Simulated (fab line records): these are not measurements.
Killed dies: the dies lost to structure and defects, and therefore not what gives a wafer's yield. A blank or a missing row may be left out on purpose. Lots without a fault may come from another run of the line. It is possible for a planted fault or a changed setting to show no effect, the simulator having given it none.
fab line records	flow n5Finfet
[record] lots = 24	wafers = 72	lastDay = 17
route steps=1938 shown BEOL_M10@1502 BEOL_M11@1578 BEOL_M12@1632
lots that met no fault: from a run of the same line without faults
startH: the number of hours between the record's first day and the start of the first shown wafer of the lot	waitH: hours since the lot's step before	" same as the row above	L1.1+2: one row covering several wafers at once	- no value, or no start given	* or withheld: withheld	< > ~ a bound
route shown NAME@n: a module of which the file shows steps, and the number in the route of the first	usual: average and standard deviation across the fault-free wafers	same: alike in all rows	chamber/n: place in a boat	sites: readings site by site	_std_site: their standard deviation	_edge_site: mean of outer sites minus mean of inner sites	radiusMm: for every site, how far away it sits from the centre of the wafer	mask NAME#n: copy n	behind: the last tool/chamber to shape the wafer	hold: why the lot was held/for how many hours/how that ended	device: names the non-switching transistor (n, p or np)	end of line: tests run on the same wafers once the route is complete	step lacking rows: just its recipe	killed: count of dies lost to structure and defects at first sort (not the wafer's yield)	map: the dies of a wafer, with x for killed, . for not killed, _ for no die there
set.NAME: the setting that was run; set.NAME@STEP: the one run at that earlier step	model.NAME: the simulator's own value behind a step, which no gauge read
steps of the route over a sample of lots; a table a step, a row a wafer
services: when a tool's chamber went out of use (startH, in hours from the record's first day, below 0 if earlier), for how many hours, and the reason
[[steps]]
[step N5_BEOL_M10_CD_MEAS_28]
[recipe] targetCdNm = 70	landingEnergyEv = 500	detector = seInlens	polarity = opening
[usual] cdNm = 69.9/1.2
lot.wafer	tool	chamber	startH	waitH	cdNm
L075.4	cdSem-03	0	220.62	-	70.5
L075.5	"	0	"	"	69.3
L075.6	"	0	"	"	69.3
L074.2	cdSem-01	0	220.78	-	70.5
L074.3	"	0	"	"	72.0
L074.4	"	0	"	"	71.9
L076.2	cdSem-03	0	234.17	-	70.2
L076.3	"	0	"	"	70.8
L076.6	"	0	"	"	69.9
L078.2	cdSem-01	0	234.34	-	70.3
L078.3	"	0	"	"	71.4
L078.4	"	0	"	"	70.3
L077.3	cdSem-02	0	240.99	-	70.2
L077.5	"	0	"	"	70.8
L077.6	"	0	"	"	69.2
L080.1	cdSem-02	0	244.95	-	70.8
L080.3	"	0	"	"	69.9
L080.4	"	0	"	"	68.8
L079.1	cdSem-02	0	245.12	-	68.5
L079.2	"	0	"	"	68.9
L079.6	"	0	"	"	69.9
L081.1	cdSem-02	0	247.68	-	69.4
L081.3	"	0	"	"	69.1
L081.6	"	0	"	"	70.0
L082.1	cdSem-03	0	268.51	-	70.0
L082.3	"	0	"	"	69.4
L082.4	"	0	"	"	67.8
L083.1	cdSem-01	0	268.68	-	71.1
L083.4	"	0	"	"	68.5
L083.5	"	0	"	"	68.8
L084.2	cdSem-01	0	268.85	-	70.5
L084.3	"	0	"	"	68.4
L084.6	"	0	"	"	71.1
L085.2	cdSem-01	0	274.27	-	69.0
L085.4	"	0	"	"	70.0
L085.5	"	0	"	"	69.4
L086.2	cdSem-03	0	274.75	-	68.9
L086.3	"	0	"	"	70.1
L086.6	"	0	"	"	68.7
L089.1	cdSem-01	0	294.36	-	70.6
L089.2	"	0	"	"	70.4
L089.3	"	0	"	"	70.1
L087.3	cdSem-01	0	294.54	-	68.2
L087.5	"	0	"	"	68.6
L087.6	"	0	"	"	67.2
L088.1	cdSem-02	0	305.14	-	68.5
L088.5	"	0	"	"	69.2
L088.6	"	0	"	"	69.8
L090.1	cdSem-03	0	312.46	-	70.9
L090.3	"	0	"	"	69.8
L090.5	"	0	"	"	70.3
L091.2	cdSem-03	0	312.63	-	71.1
L091.5	"	0	"	"	69.1
L091.6	"	0	"	"	70.1
L093.2	cdSem-01	0	325.56	-	69.7
L093.3	"	0	"	"	69.4
L093.4	"	0	"	"	69.8
L092.1	cdSem-03	0	329.19	-	70.3
L092.2	"	0	"	"	68.9
L092.4	"	0	"	"	69.9
L095.2	cdSem-03	0	335.24	-	72.0
L095.5	"	0	"	"	69.9
L095.6	"	0	"	"	72.4
L094.3	cdSem-02	0	339.51	-	69.2
L094.4	"	0	"	"	71.3
L094.6	"	0	"	"	70.4
L096.4	cdSem-02	0	345.43	-	73.6
L096.5	"	0	"	"	71.0
L096.6	"	0	"	"	71.1
L097.2	cdSem-02	0	358.52	-	67.8
L097.4	"	0	"	"	67.8
L097.6	"	0	"	"	67.1
[step N5_BEOL_M10_OVL_MEAS_29]
[recipe] pointsPerWafer = 44
[usual] V9_OVL = -0.1/0.74
lot.wafer	tool	chamber	startH	waitH	V9_OVL[nm]
L075.4	overlay-02	0	220.65	0.0	-0.4
L075.5	"	0	"	"	-0.5
L075.6	"	0	"	"	0.1
L074.2	overlay-02	0	220.81	0.0	0.0
L074.3	"	0	"	"	-0.6
L074.4	"	0	"	"	-0.5
L076.2	overlay-02	0	234.20	0.0	-1.3
L076.3	"	0	"	"	-1.8
L076.6	"	0	"	"	-1.2
L078.2	overlay-02	0	234.37	0.0	-0.9
L078.3	"	0	"	"	-0.2
L078.4	"	0	"	"	-1.0
L077.3	overlay-01	0	241.02	0.0	0.0
L077.5	"	0	"	"	-1.3
L077.6	"	0	"	"	0.4
L080.1	overlay-01	0	244.98	0.0	0.9
L080.3	"	0	"	"	-0.4
L080.4	"	0	"	"	0.2
L079.1	overlay-01	0	245.15	0.0	-0.2
L079.2	"	0	"	"	0.1
L079.6	"	0	"	"	-1.0
L081.1	overlay-01	0	247.71	0.0	-0.2
L081.3	"	0	"	"	0.9
L081.6	"	0	"	"	-0.2
L082.1	overlay-01	0	268.54	0.0	-0.9
L082.3	"	0	"	"	-2.0
L082.4	"	0	"	"	-2.0
L083.1	overlay-02	0	268.71	0.0	-0.1
L083.4	"	0	"	"	1.4
L083.5	"	0	"	"	0.2
L084.2	overlay-01	0	268.88	0.0	0.2
L084.3	"	0	"	"	0.4
L084.6	"	0	"	"	0.2
L085.2	overlay-01	0	274.30	0.0	-0.1
L085.4	"	0	"	"	0.0
L085.5	"	0	"	"	-0.2
L086.2	overlay-01	0	274.78	0.0	0.5
L086.3	"	0	"	"	0.1
L086.6	"	0	"	"	-0.6
L089.1	overlay-02	0	294.39	0.0	-0.2
L089.2	"	0	"	"	0.1
L089.3	"	0	"	"	-0.7
L087.3	overlay-02	0	294.56	0.0	0.5
L087.5	"	0	"	"	0.9
L087.6	"	0	"	"	0.6
L088.1	overlay-01	0	305.17	0.0	0.2
L088.5	"	0	"	"	0.0
L088.6	"	0	"	"	0.5
L090.1	overlay-01	0	312.49	0.0	1.0
L090.3	"	0	"	"	0.9
L090.5	"	0	"	"	0.0
L091.2	overlay-01	0	312.66	0.0	1.1
L091.5	"	0	"	"	-0.3
L091.6	"	0	"	"	0.2
L093.2	overlay-02	0	325.59	0.0	0.1
L093.3	"	0	"	"	-1.0
L093.4	"	0	"	"	-0.2
L092.1	overlay-01	0	329.22	0.0	0.2
L092.2	"	0	"	"	0.2
L092.4	"	0	"	"	-0.6
L095.2	overlay-02	0	335.27	0.0	-0.8
L095.5	"	0	"	"	-0.6
L095.6	"	0	"	"	-0.7
L094.3	overlay-02	0	339.54	0.0	0.2
L094.4	"	0	"	"	0.4
L094.6	"	0	"	"	0.5
L096.4	overlay-01	0	345.46	0.0	0.6
L096.5	"	0	"	"	-0.5
L096.6	"	0	"	"	-0.3
L097.2	overlay-01	0	358.55	0.0	-0.1
L097.4	"	0	"	"	1.2
L097.6	"	0	"	"	0.7
[step N5_BEOL_M11_TRENCH_ETCH_37]
[recipe] chemistry = C4F6/O2	targetDepthA = 1488.3	target = SiCOH_lowk	timeS = 48	ionEnergyEv = 250	pressureMtorr = 30	sourceW = 345	biasW = 185	Ar_flow_sccm = 300	C4F6_flow_sccm = 10	O2_flow_sccm = 10
[usual] chamberPressureMTorr = 29.999/0.028	drypumpMotorCurrentA = 5.6/0.52	oes_ar_750_au = 0.80/0.084	oes_f_703_au = 0.80/0.081	oesProductAu = 0.81/0.091	rfVppV = 655/14	showerheadPlenumPTorr = 2.84/0.13	throttleValvePct = 20.96/0.24
lot.wafer	tool	chamber	startH	waitH	chamberPressureMTorr	drypumpMotorCurrentA	oes_ar_750_au	oes_f_703_au	oesProductAu	rfHoursCounterH	rfVppV	showerheadPlenumPTorr	throttleValvePct
L075.4	rieDiel-02	3	-	-	29.951	6.0	0.90	0.85	0.94	16	679	2.96	20.87
L075.5	"	2	"	"	30.025	5.7	0.81	0.81	0.81	-	643	2.75	20.92
L075.6	"	1	"	"	30.062	5.5	0.68	0.66	0.68	-	636	2.81	21.42
L074.2	rieDiel-02	1	-	-	29.956	5.5	0.68	0.67	0.67	246	638	2.81	21.45
L074.3	"	2	"	"	29.987	5.7	0.83	0.82	0.81	90	644	2.75	20.92
L074.4	"	3	"	"	29.928	6.0	0.90	0.85	0.92	16	678	2.96	20.88
L076.2	rieDiel-02	0	-	-	30.051	5.7	0.73	0.72	0.73	159	667	2.64	21.29
L076.3	"	2	"	"	29.993	5.7	0.82	0.81	0.82	94	644	2.75	20.93
L076.6	"	0	"	"	30.041	5.8	0.72	0.72	0.73	-	667	2.64	21.29
L078.2	rieDiel-03	2	-	-	30.026	5.3	0.81	0.81	0.82	70	663	2.77	21.04
L078.3	"	1	"	"	29.953	5.1	0.84	0.83	0.84	54	647	3.01	20.71
L078.4	"	2	"	"	29.942	5.3	0.81	0.80	0.83	-	664	2.77	21.06
L077.3	rieDiel-06	1	-	-	29.973	5.4	0.80	0.81	0.79	117	646	3.00	20.93
L077.5	"	0	"	"	30.000	6.2	0.71	0.69	0.70	-	675	2.69	21.38
L077.6	"	1	"	"	30.016	5.4	0.80	0.82	0.79	-	647	3.00	20.91
L080.1	rieDiel-03	2	-	-	30.018	5.3	0.81	0.81	0.80	72	662	2.77	21.06
L080.3	"	3	"	"	29.967	6.5	0.68	0.68	0.66	261	635	2.66	20.85
L080.4	"	1	"	"	29.983	5.0	0.84	0.82	0.83	-	646	3.01	20.69
L079.1	rieDiel-02	3	-	-	30.017	6.0	0.89	0.83	0.91	24	677	2.95	20.92
L079.2	"	0	"	"	29.999	5.7	0.72	0.71	0.73	163	668	2.64	21.29
L079.6	"	3	"	"	30.029	6.0	0.88	0.84	0.92	-	679	2.95	20.89
L081.1	rieDiel-06	2	-	-	30.005	4.7	0.68	0.65	0.68	248	651	2.82	21.35
L081.3	"	1	"	"	30.001	5.4	0.79	0.81	0.78	121	649	2.99	20.92
L081.6	"	3	"	"	29.989	4.8	0.80	0.81	0.82	-	655	2.82	20.83
L083.1	rieDiel-02	3	-	-	30.009	6.0	0.87	0.82	0.90	31	679	2.95	20.91
L083.4	"	1	"	"	29.977	5.5	0.93	0.91	0.94	4	637	2.81	21.02
L083.5	"	3	"	"	29.973	6.0	0.88	0.82	0.90	-	681	2.95	20.91
L082.1	rieDiel-06	1	-	-	30.012	5.4	0.79	0.80	0.77	129	647	2.99	20.94
L082.3	"	3	"	"	29.993	4.7	0.80	0.81	0.79	124	654	2.82	20.85
L082.4	"	3	"	"	29.995	4.7	0.79	0.80	0.79	-	653	2.82	20.85
L084.2	rieDiel-03	1	-	-	29.945	5.0	0.83	0.80	0.82	67	646	3.00	20.71
L084.3	"	3	"	"	30.020	6.5	0.99	1.00	1.00	1	648	3.00	20.45
L084.6	"	2	"	"	30.023	5.3	0.80	0.79	0.80	-	662	2.76	21.07
L085.2	rieDiel-02	1	-	-	30.032	5.5	0.93	0.91	0.92	5	637	2.81	21.01
L085.4	"	1	"	"	29.927	5.5	0.92	0.90	0.92	-	637	2.81	21.01
L085.5	"	2	"	"	29.994	5.7	0.80	0.80	0.80	-	642	2.75	20.95
L086.2	rieDiel-03	2	-	-	29.944	5.3	0.79	0.79	0.80	86	665	2.76	21.06
L086.3	"	0	"	"	30.014	6.0	0.69	0.70	0.67	218	648	2.94	20.89
L086.6	"	3	"	"	30.007	6.5	0.98	0.98	0.99	-	648	2.99	20.46
L089.1	rieDiel-06	1	-	-	29.986	5.4	0.77	0.79	0.76	142	649	2.98	20.95
L089.2	"	2	"	"	30.010	4.7	0.93	0.92	0.94	7	649	2.82	20.94
L089.3	"	2	"	"	30.010	4.8	0.94	0.91	0.95	-	649	2.82	20.93
L087.3	rieDiel-03	2	-	-	29.979	5.3	0.78	0.79	0.79	93	664	2.76	21.06
L087.5	"	3	"	"	30.048	6.5	0.94	0.95	0.94	-	648	2.99	20.46
L087.6	"	2	"	"	30.012	5.3	0.79	0.78	0.79	-	663	2.76	21.06
L088.1	rieDiel-06	0	-	-	29.981	6.2	0.97	0.96	0.99	2	685	3.02	21.03
L088.5	"	0	"	"	30.019	6.2	0.97	0.96	0.98	-	687	3.02	21.04
L088.6	"	1	"	"	30.029	5.4	0.78	0.79	0.76	-	648	2.98	20.96
L090.1	rieDiel-03	0	-	-	29.958	6.0	0.68	0.69	0.67	231	648	2.93	20.91
L090.3	"	2	"	"	30.009	5.3	0.79	0.78	0.78	97	664	2.76	21.08
L090.5	"	1	"	"	30.010	5.0	0.81	0.79	0.80	-	647	2.99	20.74
L091.2	rieDiel-02	2	-	-	30.018	5.6	0.79	0.78	0.78	125	643	2.74	20.97
L091.5	"	1	"	"	29.944	5.4	0.87	0.86	0.88	-	636	2.80	21.03
L091.6	"	3	"	"	30.058	6.0	0.86	0.81	0.88	-	681	2.95	20.91
L093.2	rieDiel-02	1	-	-	30.030	5.5	0.87	0.86	0.87	23	637	2.80	21.05
L093.3	"	3	"	"	29.985	6.0	0.86	0.81	0.87	40	680	2.94	20.92
L093.4	"	2	"	"	29.938	5.7	0.79	0.78	0.79	128	642	2.74	20.97
L092.1	rieDiel-06	3	-	-	29.973	4.8	0.78	0.80	0.80	138	655	2.82	20.87
L092.2	"	1	"	"	30.010	5.4	0.78	0.79	0.76	147	649	2.98	20.97
L092.4	"	2	"	"	29.991	4.7	0.90	0.87	0.91	19	649	2.81	20.95
L095.2	rieDiel-02	1	-	-	29.994	5.5	0.87	0.86	0.87	26	639	2.80	21.06
L095.5	"	0	"	"	30.011	5.7	0.70	0.70	0.69	-	666	2.63	21.34
L095.6	"	3	"	"	30.048	6.1	0.85	0.80	0.86	-	680	2.94	20.92
L094.3	rieDiel-03	3	-	-	29.967	6.4	0.91	0.92	0.91	24	648	2.99	20.47
L094.4	"	2	"	"	30.017	5.3	0.77	0.78	0.78	104	663	2.75	21.10
L094.6	"	0	"	"	30.014	6.0	0.68	0.68	0.67	-	647	2.93	20.92
L096.4	rieDiel-03	3	-	-	29.998	6.5	0.91	0.92	0.91	25	646	2.98	20.48
L096.5	"	0	"	"	30.034	6.0	0.68	0.68	0.67	-	648	2.93	20.92
L096.6	"	1	"	"	29.971	5.0	0.79	0.78	0.80	-	646	2.99	20.77
L097.2	rieDiel-03	2	-	-	30.037	5.3	0.77	0.76	0.78	112	662	2.75	21.09
L097.4	"	2	"	"	30.006	5.3	0.77	0.77	0.76	-	662	2.75	21.10
L097.6	"	2	"	"	29.972	5.3	0.77	0.76	0.77	-	663	2.75	21.09
[step N5_BEOL_M11_CMP_52]
[recipe] stopOn = SiCOH_lowk	tOverpolishS = 7	downForcePsi = 1	platenRpm = 50	clearingPlatenDownForcePsi = 1.5	clearingPlatenRpm = 50	postCmpClean = cuAlkaline	targetThkNm = 140	clearingPlatenPadVelocityMS = 0.99484	padVelocityMS = 0.99484
[usual] barrierFieldEndpointS = 28.5/1.1	clearingPlatenDownForcePsi = 1.500/0.0032	motorCurrentA = 6.3/0.59	overpolishRunS = 6.999/0.0086	timeToEndpointS = 65/5.2
lot.wafer	tool	chamber	startH	waitH	barrierFieldEndpointS	clearingPlatenDownForcePsi	motorCurrentA	overpolishRunS	timeToEndpointS
L075.4	cmp-01	1	233.05	0.2	31.2	1.503	5.7	6.998	72
L075.6	"	0	"	"	29.0	1.501	5.9	6.994	63
L075.5	"	1	"	"	29.7	1.500	5.6	6.989	72
L074.4	cmp-01	1	233.81	0.1	29.8	1.499	5.7	7.018	68
L074.2	"	3	"	"	30.4	1.500	6.4	6.993	70
L074.3	"	0	"	"	28.7	1.499	6.1	7.006	59
L076.3	cmp-03	0	244.35	0.2	28.8	1.497	6.3	7.001	67
L076.2	"	2	"	"	27.1	1.497	6.5	6.993	61
L076.6	"	0	"	"	29.5	1.496	6.9	7.005	68
L078.2	cmp-03	2	247.45	0.2	27.3	1.502	6.4	6.996	57
L078.3	"	0	"	"	29.2	1.498	6.7	7.013	71
L078.4	"	1	"	"	27.7	1.500	6.3	6.991	60
L077.3	cmp-04	2	250.91	0.2	29.4	1.504	6.8	7.005	66
L077.5	"	2	"	"	30.3	1.499	7.1	7.006	68
L077.6	"	3	"	"	28.7	1.502	6.8	6.999	59
L080.4	cmp-03	0	255.12	0.2	29.0	1.499	6.6	6.989	67
L080.3	"	1	"	"	27.0	1.499	6.0	6.996	59
L080.1	"	2	"	"	26.7	1.498	6.7	7.005	61
L079.2	cmp-03	2	257.66	0.4	27.2	1.494	6.9	6.983	57
L079.1	"	1	"	"	27.5	1.499	6.1	6.990	59
L079.6	"	3	"	"	27.9	1.498	7.0	6.980	63
L081.1	cmp-03	0	259.33	0.3	28.9	1.501	6.3	6.994	68
L081.3	"	1	"	"	26.1	1.503	5.9	6.996	55
L081.6	"	1	"	"	27.1	1.505	6.3	6.985	56
L083.4	cmp-01	3	276.90	0.1	30.1	1.502	6.3	7.008	70
L083.1	"	0	"	"	27.5	1.502	6.2	6.990	56
L083.5	"	0	"	"	28.7	1.502	5.9	6.997	60
L082.1	cmp-03	2	277.32	0.3	26.9	1.504	6.5	7.009	61
L082.4	"	3	"	"	29.3	1.502	7.2	6.999	69
L082.3	"	0	"	"	28.2	1.497	6.9	6.993	69
L084.3	cmp-03	1	279.52	0.2	27.7	1.501	6.2	7.005	58
L084.2	"	0	"	"	29.8	1.509	6.8	7.003	69
L084.6	"	1	"	"	28.3	1.497	6.3	6.997	58
L085.4	cmp-04	3	283.20	0.1	28.1	1.499	6.8	6.998	60
L085.2	"	1	"	"	30.7	1.501	5.1	7.011	74
L085.5	"	0	"	"	30.1	1.498	6.0	6.995	68
L086.3	cmp-03	1	287.16	0.2	27.4	1.501	6.0	7.023	60
L086.2	"	2	"	"	27.3	1.499	6.8	7.008	61
L086.6	"	2	"	"	27.7	1.508	6.7	7.004	59
L089.1	cmp-04	3	306.62	0.3	26.7	1.500	6.7	6.982	55
L089.3	"	0	"	"	28.6	1.495	6.5	7.009	66
L089.2	"	1	"	"	28.5	1.505	5.3	7.004	71
L087.3	cmp-03	1	308.07	0.3	27.4	1.495	6.0	7.008	64
L087.5	"	2	"	"	28.1	1.498	7.0	6.992	62
L087.6	"	3	"	"	29.3	1.494	6.8	7.001	71
L088.1	cmp-04	2	315.39	0.4	28.1	1.500	7.3	7.013	62
L088.6	"	3	"	"	27.8	1.502	6.6	6.996	61
L088.5	"	0	"	"	29.6	1.500	6.0	6.997	68
L090.3	cmp-04	1	324.67	0.2	29.7	1.507	5.3	7.008	71
L090.1	"	3	"	"	28.4	1.499	6.9	6.994	58
L090.5	"	2	"	"	28.4	1.503	6.8	7.001	65
L091.2	cmp-03	0	324.85	0.3	29.6	1.502	6.3	7.000	68
L091.6	"	2	"	"	27.7	1.501	6.2	6.986	58
L091.5	"	3	"	"	29.0	1.499	7.1	6.994	66
L093.2	cmp-03	1	336.38	0.2	27.3	1.497	6.2	7.010	57
L093.4	"	2	"	"	28.1	1.499	6.6	7.007	57
L093.3	"	3	"	"	28.3	1.502	7.3	6.995	68
L092.1	cmp-01	3	339.21	0.3	29.9	1.506	6.1	6.985	73
L092.2	"	0	"	"	28.8	1.499	6.2	6.992	66
L092.4	"	2	"	"	29.1	1.501	5.2	6.992	68
L095.2	cmp-01	3	345.64	0.2	30.5	1.494	6.0	6.991	73
L095.6	"	2	"	"	29.4	1.506	4.9	6.987	66
L095.5	"	3	"	"	30.7	1.496	6.1	7.008	73
L094.4	cmp-01	0	348.98	0.2	28.4	1.496	5.9	7.004	62
L094.3	"	1	"	"	28.6	1.495	5.9	6.986	70
L094.6	"	2	"	"	28.5	1.502	5.1	6.998	66
L096.4	cmp-04	0	356.00	0.2	28.2	1.497	6.1	7.007	66
L096.5	"	3	"	"	26.9	1.498	6.9	6.998	60
L096.6	"	0	"	"	28.0	1.493	6.0	7.005	65
L097.2	cmp-04	2	371.87	0.2	27.2	1.501	6.9	6.990	61
L097.4	"	0	"	"	27.9	1.505	6.2	6.996	62
L097.6	"	2	"	"	27.5	1.501	6.9	6.974	58
[step N5_BEOL_M12_CD_MEAS_28]
[recipe] targetCdNm = 160.2	landingEnergyEv = 500	detector = seInlens	polarity = opening
[usual] cdNm = 161.0/2.3
lot.wafer	tool	chamber	startH	waitH	cdNm
L075.4	cdSem-03	0	234.84	-	162.3
L075.5	"	0	"	"	161.4
L075.6	"	0	"	"	161.0
L074.2	cdSem-01	0	236.52	-	157.8
L074.3	"	0	"	"	161.5
L074.4	"	0	"	"	160.9
L076.2	cdSem-02	0	246.47	-	163.1
L076.3	"	0	"	"	162.5
L076.6	"	0	"	"	161.8
L078.2	cdSem-03	0	249.75	-	162.8
L078.3	"	0	"	"	159.8
L078.4	"	0	"	"	162.4
L077.3	cdSem-01	0	253.09	-	165.2
L077.5	"	0	"	"	161.1
L077.6	"	0	"	"	159.3
L080.1	cdSem-01	0	257.19	-	157.9
L080.3	"	0	"	"	159.6
L080.4	"	0	"	"	158.5
L079.1	cdSem-02	0	259.97	-	163.0
L079.2	"	0	"	"	161.6
L079.6	"	0	"	"	158.8
L081.1	cdSem-03	0	261.60	-	158.3
L081.3	"	0	"	"	163.0
L081.6	"	0	"	"	161.0
L083.1	cdSem-03	0	279.37	-	160.3
L083.4	"	0	"	"	161.2
L083.5	"	0	"	"	157.6
L082.1	cdSem-01	0	279.41	-	157.7
L082.3	"	0	"	"	161.1
L082.4	"	0	"	"	158.4
L084.2	cdSem-02	0	281.52	-	159.6
L084.3	"	0	"	"	163.1
L084.6	"	0	"	"	159.7
L085.2	cdSem-02	0	285.03	-	163.3
L085.4	"	0	"	"	165.6
L085.5	"	0	"	"	161.9
L086.2	cdSem-01	0	289.23	-	160.9
L086.3	"	0	"	"	163.2
L086.6	"	0	"	"	163.5
L089.1	cdSem-01	0	308.71	-	162.7
L089.2	"	0	"	"	160.1
L089.3	"	0	"	"	162.3
L087.3	cdSem-01	0	309.98	-	162.6
L087.5	"	0	"	"	164.5
L087.6	"	0	"	"	158.9
L088.1	cdSem-03	0	317.26	-	159.3
L088.5	"	0	"	"	162.7
L088.6	"	0	"	"	159.9
L090.1	cdSem-03	0	326.66	-	160.9
L090.3	"	0	"	"	156.0
L090.5	"	0	"	"	154.1
L091.2	cdSem-02	0	326.93	-	163.2
L091.5	"	0	"	"	163.7
L091.6	"	0	"	"	161.8
L093.2	cdSem-03	0	338.47	-	160.6
L093.3	"	0	"	"	163.5
L093.4	"	0	"	"	162.3
L092.1	cdSem-03	0	341.29	-	166.0
L092.2	"	0	"	"	162.0
L092.4	"	0	"	"	159.7
L095.2	cdSem-03	0	347.69	-	162.5
L095.5	"	0	"	"	162.5
L095.6	"	0	"	"	165.7
L094.3	cdSem-03	0	350.99	-	161.6
L094.4	"	0	"	"	164.3
L094.6	"	0	"	"	160.1
L096.4	cdSem-01	0	357.92	-	161.1
L096.5	"	0	"	"	160.4
L096.6	"	0	"	"	163.6
L097.2	cdSem-02	0	374.10	-	160.7
L097.4	"	0	"	"	159.9
L097.6	"	0	"	"	162.6
[step N5_BEOL_M12_OVL_MEAS_29]
[recipe] pointsPerWafer = 44
[usual] M12_OVL = 1/5.9
lot.wafer	tool	chamber	startH	waitH	M12_OVL[nm]
L075.4	overlay-02	0	234.86	0.0	6
L075.5	"	0	"	"	7
L075.6	"	0	"	"	2
L074.2	overlay-01	0	236.55	0.0	1
L074.3	"	0	"	"	-1
L074.4	"	0	"	"	2
L076.2	overlay-02	0	246.50	0.0	-1
L076.3	"	0	"	"	7
L076.6	"	0	"	"	1
L078.2	overlay-02	0	249.78	0.0	2
L078.3	"	0	"	"	-3
L078.4	"	0	"	"	-3
L077.3	overlay-01	0	253.12	0.0	-8
L077.5	"	0	"	"	8
L077.6	"	0	"	"	2
L080.1	overlay-02	0	257.22	0.0	4
L080.3	"	0	"	"	3
L080.4	"	0	"	"	11
L079.1	overlay-01	0	260.00	0.0	-2
L079.2	"	0	"	"	-1
L079.6	"	0	"	"	5
L081.1	overlay-02	0	261.63	0.0	-5
L081.3	"	0	"	"	-11
L081.6	"	0	"	"	-11
L083.1	overlay-01	0	279.40	0.0	-3
L083.4	"	0	"	"	-3
L083.5	"	0	"	"	4
L082.1	overlay-02	0	279.44	0.0	-1
L082.3	"	0	"	"	-4
L082.4	"	0	"	"	-2
L084.2	overlay-02	0	281.55	0.0	12
L084.3	"	0	"	"	6
L084.6	"	0	"	"	12
L085.2	overlay-01	0	285.06	0.0	12
L085.4	"	0	"	"	7
L085.5	"	0	"	"	13
L086.2	overlay-01	0	289.26	0.0	-6
L086.3	"	0	"	"	-8
L086.6	"	0	"	"	-6
L089.1	overlay-02	0	308.74	0.0	1
L089.2	"	0	"	"	1
L089.3	"	0	"	"	6
L087.3	overlay-01	0	310.01	0.0	-10
L087.5	"	0	"	"	-8
L087.6	"	0	"	"	-9
L088.1	overlay-02	0	317.29	0.0	-4
L088.5	"	0	"	"	0
L088.6	"	0	"	"	-2
L090.1	overlay-01	0	326.69	0.0	5
L090.3	"	0	"	"	13
L090.5	"	0	"	"	10
L091.2	overlay-02	0	326.96	0.0	0
L091.5	"	0	"	"	-14
L091.6	"	0	"	"	0
L093.2	overlay-02	0	338.50	0.0	4
L093.3	"	0	"	"	7
L093.4	"	0	"	"	-1
L092.1	overlay-01	0	341.32	0.0	10
L092.2	"	0	"	"	4
L092.4	"	0	"	"	3
L095.2	overlay-02	0	347.72	0.0	-5
L095.5	"	0	"	"	0
L095.6	"	0	"	"	0
L094.3	overlay-01	0	351.02	0.0	-1
L094.4	"	0	"	"	8
L094.6	"	0	"	"	2
L096.4	overlay-02	0	357.94	0.0	-3
L096.5	"	0	"	"	4
L096.6	"	0	"	"	0
L097.2	overlay-02	0	374.13	0.0	-3
L097.4	"	0	"	"	8
L097.6	"	0	"	"	4
[[services]]
tool	chamber	startH	hours	kind
cmp-01	-	207.58	2.0	repair
cmp-01	-	226.68	4.9	pm
cmp-04	-	233.36	2.1	repair
cmp-01	-	234.43	27.3	repair
rieDiel-02	1	245.26	-	clean
cmp-01	-	264.17	4.0	pm
cmp-04	-	271.01	1.6	repair
cmp-04	-	274.17	4.0	pm
rieDiel-03	0	274.83	3.8	repair
rieDiel-06	3	276.39	6.5	repair
rieDiel-02	3	277.39	11.6	repair
cmp-04	-	278.17	4.3	pm
cmp-01	-	281.64	1.9	repair
cmp-04	-	285.17	5.1	repair
rieDiel-06	3	289.56	18.8	repair
rieDiel-02	3	297.64	18.1	repair
cmp-03	-	302.53	1.0	repair
rieDiel-02	1	303.65	4.8	repair
rieDiel-06	1	313.27	20.2	repair
rieDiel-02	0	320.60	12.9	repair
rieDiel-03	2	336.02	2.5	repair
rieDiel-03	1	354.76	13.3	repair
rieDiel-03	0	362.06	14.1	repair
cmp-04	-	364.94	0.6	repair
[[key]]
fault none
